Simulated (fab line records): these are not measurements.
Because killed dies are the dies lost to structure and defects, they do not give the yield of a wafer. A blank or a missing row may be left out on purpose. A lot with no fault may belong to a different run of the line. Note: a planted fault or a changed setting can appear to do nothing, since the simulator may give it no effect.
The tool behind it: which one? | flow n5 finfet | 72 wafers from 24 lots sampled at 3 of the route's 1938 steps

== WHAT THE GAUGES READ, wafer by wafer ==
N5_BEOL_M3_THK_MEAS_53: measures by xrf.
lot  | measured     | on            | M3_THK (nm)
L074 | day 8 04:44  | film metro-02 | 41.6 41.5 42.8
L075 | day 8 18:21  | film metro-01 | 38.9 39.2 39.6
L076 | day 9 00:38  | film metro-01 | 39.4 39.8 39.9
L077 | day 9 06:10  | film metro-02 | 39.0 40.8 40.6
L078 | day 9 15:56  | film metro-01 | 39.6 39.9 41.9
L080 | day 9 17:17  | film metro-02 | 38.7 38.8 39.7
L081 | day 9 19:56  | film metro-02 | 40.1 42.0 42.0
L079 | day 9 22:22  | film metro-02 | 40.9 40.5 43.2
L082 | day 10 09:39 | film metro-01 | 38.5 38.7 38.9
L083 | day 10 15:22 | film metro-01 | 41.7 39.2 41.1
L084 | day 10 18:29 | film metro-01 | 38.5 39.8 40.0
L087 | day 11 12:17 | film metro-02 | 39.6 39.0 40.3
L086 | day 11 15:25 | film metro-01 | 38.1 36.8 38.3
L085 | day 11 17:26 | film metro-01 | 39.2 39.8 39.1
L089 | day 12 00:17 | film metro-01 | 37.9 37.2 39.0
L088 | day 12 03:16 | film metro-02 | 39.3 39.9 40.4
L091 | day 12 14:44 | film metro-01 | 39.3 39.1 40.8
L090 | day 12 15:49 | film metro-02 | 39.5 37.3 40.7
L092 | day 12 23:57 | film metro-01 | 39.2 41.6 41.3
L094 | day 13 04:35 | film metro-01 | 35.9 39.6 39.8
L093 | day 13 08:07 | film metro-01 | 39.6 39.1 41.3
L095 | day 13 09:11 | film metro-02 | 37.0 39.7 38.3
L096 | day 13 14:37 | film metro-02 | 39.8 41.1 41.4
L097 | day 13 21:28 | film metro-01 | 39.0 37.7 40.0

N5_BEOL_M4_CD_MEAS_11: target cd 16.79 nm.
lot  | measured     | on        | cd nm (nm)
L074 | day 8 07:23  | cd sem-02 | 16.64 16.39 16.75
L075 | day 8 22:16  | cd sem-02 | 16.94 17.46 17.04
L076 | day 9 01:53  | cd sem-03 | 17.72 17.34 17.12
L077 | day 9 07:23  | cd sem-03 | 16.87 17.04 17.14
L078 | day 9 19:44  | cd sem-01 | 16.27 16.55 16.66
L080 | day 9 20:58  | cd sem-02 | 16.71 16.77 16.77
L081 | day 9 21:39  | cd sem-01 | 17.07 16.91 17.02
L079 | day 9 23:34  | cd sem-02 | 16.79 17.59 17.04
L082 | day 10 12:14 | cd sem-01 | 16.63 16.55 16.15
L083 | day 10 16:25 | cd sem-03 | 16.44 16.44 16.81
L084 | day 10 19:50 | cd sem-03 | 17.22 16.98 17.11
L087 | day 11 15:44 | cd sem-01 | 16.94 16.77 16.86
L086 | day 11 17:12 | cd sem-01 | 16.79 16.50 16.53
L085 | day 11 20:19 | cd sem-03 | 17.18 17.06 16.82
L089 | day 12 03:20 | cd sem-01 | 17.06 16.94 16.38
L088 | day 12 04:26 | cd sem-01 | 16.71 16.40 16.85
L091 | day 12 17:10 | cd sem-01 | 16.75 16.70 16.45
L090 | day 12 17:31 | cd sem-03 | 16.89 17.12 16.67
L092 | day 13 02:44 | cd sem-02 | 16.80 16.56 16.63
L094 | day 13 05:36 | cd sem-03 | 16.66 16.81 16.67
L093 | day 13 08:59 | cd sem-03 | 16.71 16.88 17.17
L095 | day 13 11:19 | cd sem-03 | 16.39 17.13 17.26
L096 | day 13 15:59 | cd sem-02 | 16.71 16.59 17.05
L097 | day 14 00:09 | cd sem-02 | 16.76 16.48 16.83

== WHICH TOOL RAN EACH LOT (tool, then ch and the chambers of the sampled wafers, then the start) ==
lot  | N5_BEOL_M3_ANNEAL_51
L074 | rtp anneal-01 ch 0, day 8 04:08
L075 | rtp anneal-01 ch 0, day 8 17:46
L076 | rtp anneal-01 ch 0, day 9 00:05
L077 | rtp anneal-01 ch 0, day 9 05:37
L078 | rtp anneal-01 ch 0, day 9 15:04
L080 | rtp anneal-01 ch 0, day 9 16:26
L081 | rtp anneal-02 ch 0, day 9 19:05
L079 | rtp anneal-02 ch 0, day 9 21:35
L082 | rtp anneal-01 ch 0, day 10 08:59
L083 | rtp anneal-01 ch 0, day 10 14:46
L084 | rtp anneal-01 ch 0, day 10 17:59
L087 | rtp anneal-01 ch 0, day 11 11:42
L086 | rtp anneal-01 ch 0, day 11 14:49
L085 | rtp anneal-02 ch 0, day 11 16:56
L089 | rtp anneal-02 ch 0, day 11 23:44
L088 | rtp anneal-02 ch 0, day 12 02:46
L091 | rtp anneal-02 ch 0, day 12 14:09
L090 | rtp anneal-02 ch 0, day 12 15:14
L092 | rtp anneal-02 ch 0, day 12 23:25
L094 | rtp anneal-02 ch 0, day 13 04:05
L093 | rtp anneal-01 ch 0, day 13 07:14
L095 | rtp anneal-01 ch 0, day 13 08:25
L096 | rtp anneal-01 ch 0, day 13 14:07
L097 | rtp anneal-01 ch 0, day 13 20:52
- N5_BEOL_M3_ANNEAL_51: time 90 s.

== WHAT THE TOOLS THEMSELVES READ (means of the sampled wafers that have a number; where no wafer has one, the mark that the record gives instead) ==
N5_BEOL_M3_ANNEAL_51.
lot  | tool          | wafer_temp_C_max
L074 | rtp anneal-01 | 226.1
L075 | rtp anneal-01 | 225.7
L076 | rtp anneal-01 | 226.0
L077 | rtp anneal-01 | 226.0
L078 | rtp anneal-01 | 225.8
L080 | rtp anneal-01 | 226.0
L081 | rtp anneal-02 | 226.7
L079 | rtp anneal-02 | 226.0
L082 | rtp anneal-01 | 225.9
L083 | rtp anneal-01 | 225.8
L084 | rtp anneal-01 | 226.1
L087 | rtp anneal-01 | 226.0
L086 | rtp anneal-01 | 226.0
L085 | rtp anneal-02 | 226.3
L089 | rtp anneal-02 | 225.9
L088 | rtp anneal-02 | 226.1
L091 | rtp anneal-02 | 226.4
L090 | rtp anneal-02 | 226.4
L092 | rtp anneal-02 | 226.7
L094 | rtp anneal-02 | 226.1
L093 | rtp anneal-01 | 225.9
L095 | rtp anneal-01 | 226.0
L096 | rtp anneal-01 | 226.1
L097 | rtp anneal-01 | 225.7

== THE ANSWER, worked out from the rows above alone ==
Rule: the usual values come from the lots themselves. Put in order of their means at a reading, lots are off if they are a third of the lots or fewer, leave a main group of 4 or more, and stand apart from it by a gap of 3 or more times the standard deviation of the main group's means; of several such gaps the widest counts. A main group whose means are all the same, to the digits that the tables above print for the reading, isn't used. A lot without any number at a reading at which 4 lots or more have one is off too. The other lots that the step has rows for count as sound. Order of review: gauges by route order, followed by the tools' own readings, for which a lot's mean as printed above is used. At the first step where some lot is off, the reading lying furthest off is the one used; lots without a number count as furthest.
Across all readings shown, no lot is off: no conclusion can be drawn from this.

== WHAT THE SIMULATOR PUT IN ==
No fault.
